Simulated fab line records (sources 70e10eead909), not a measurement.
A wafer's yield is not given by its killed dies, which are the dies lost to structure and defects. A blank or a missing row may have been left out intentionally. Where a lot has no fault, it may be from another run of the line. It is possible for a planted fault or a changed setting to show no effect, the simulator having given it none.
Struck lot and sound lot, side by side | flow nand_harc | 15 out of 1159 route steps
Sound: wafers L120.3, L120.4, L120.6. Struck: wafers L128.1, L128.2 (left out: L128.3, a lot-mate that was not struck); the cause follows at the end.
Order at every step that has rows: each side's tool, ch and its chambers, its first start. Under that, the readings that differ: sound wafers | struck wafers | difference of the means | sigmas: that difference in standard deviations of wafers without a fault.
alike: a reading whose means differ by less than 2 such deviations, as well as words and numbers matching on both sides. not compared: withheld readings; readings where some wafer has no value; bounds like >300 that might hide an equal value; numbers whose values overlap and for which the record gives no deviation.
A row with sigmas, a row that says differs or no value, or rows on one side alone: a step with any of these is where the two part. Non-overlapping numbers with no deviation appear without sigmas and do not part them. A reading that every wafer of one side lacks parts them only if that side has two wafers or more.

first, 6 steps without rows for these wafers: NHARC_A_CONTACT_COAT_02 (resist thk 90 nm); NHARC_A_CONTACT_SOFTBAKE_03 (time 55 s); NHARC_A_CONTACT_EBR_04; NHARC_A_CONTACT_EXPOSE_05 (exposes mask A CC); NHARC_A_CONTACT_PEB_06 (peb time 65 s); NHARC_A_CONTACT_DEVELOP_07 (develop time 35 s).
NHARC_A_CONTACT_CD_MEAS_08: the cd target is 100 nm.
  sound on cd_sem-01 ch 0, day 19 08:09; struck on cd_sem-02 ch 0, day 20 08:18
  alike: cd_nm
NHARC_A_CONTACT_OVL_MEAS_09:
  struck on overlay-01, day 20 08:24; sound on overlay-01, day 19 08:14
  reading           | sound       | struck    | difference | sigmas
  overlay_x_nm (nm) | 1.2 0.5 1.4 | -0.4 -0.7 | -1.6       | -2
  alike: overlay_y_nm
NHARC_A_CONTACT_INSPECT_10:
  struck on defect_inspect-01, day 20 08:26; sound on defect_inspect-01, day 19 08:16
  alike: raw_defect_count
NHARC_A_CONTACT_DESCUM_13: chemistry O2, time 3 s.
  sound on rie_diel-06 ch 1,3, day 19 08:20; struck on rie_diel-03 ch 2,3, day 20 08:30
  reading                         | sound          | struck    | difference | sigmas
  showerhead_plenum_p_Torr (Torr) | 1.96 1.98 1.98 | 1.80 1.77 | -0.19      | -3
  alike: drypump_motor_current_A, oes_product_au, rf_vpp_V, throttle_valve_pct
  not compared: rf_hours_counter_h
NHARC_A_CONTACT_ETCH_88: etches the open film in CF4, target depth 39 nm, time 65 s.
  sound on rie_diel-06 ch 1,3, day 19 08:25; struck on rie_diel-03 ch 1,3, day 20 08:35
  alike: drypump_motor_current_A, oes_product_au, rf_vpp_V, showerhead_plenum_p_Torr, throttle_valve_pct
  not compared: rf_hours_counter_h
NHARC_A_CONTACT_ETCH_89: etches the open film in N2/H2, target depth 260 nm, time 475.3 s.
  sound on rie_diel-06 ch 0,2; struck on rie_diel-03 ch 1,3
  alike: drypump_motor_current_A, h2_flow_sccm, oes_product_au, rf_vpp_V, showerhead_plenum_p_Torr, throttle_valve_pct
  not compared: rf_hours_counter_h
NHARC_A_CONTACT_ETCH_30: etches the open film in CF4/CHF3, target depth 60.5 nm, time 30.2 s.
  sound on rie_diel-06 ch 1,2,3, day 19 08:53; struck on rie_diel-03 ch 0,3, day 20 09:03
  reading                         | sound             | struck      | difference | sigmas
  oes_product_au (a.u.)           | 0.954 0.984 0.964 | 0.816 0.824 | -0.147     | -7
  showerhead_plenum_p_Torr (Torr) | 1.63 1.59 1.61    | 1.51 1.46   | -0.13      | -2
  alike: chf3_flow_sccm, drypump_motor_current_A, rf_vpp_V, throttle_valve_pct
  not compared: rf_hours_counter_h
NHARC_A_CONTACT_ETCH_31: etches the open film in O2/COS, target depth 2000 nm, time 520 s.
  sound on rie_diel-06 ch 0,1,3; struck on rie_diel-03 ch 1,3
  alike: drypump_motor_current_A, oes_product_au, rf_vpp_V, showerhead_plenum_p_Torr, throttle_valve_pct
  not compared: rf_hours_counter_h
following that, these wafers have no rows for 1 step: NHARC_END_SORT_01.

## WHERE THEY PART
Earliest at NHARC_A_CONTACT_OVL_MEAS_09; latest, in this record, at NHARC_A_CONTACT_ETCH_30. Later steps at which nothing parts them and some readings are alike: NHARC_A_CONTACT_ETCH_31.

WHY: what the simulator had put in
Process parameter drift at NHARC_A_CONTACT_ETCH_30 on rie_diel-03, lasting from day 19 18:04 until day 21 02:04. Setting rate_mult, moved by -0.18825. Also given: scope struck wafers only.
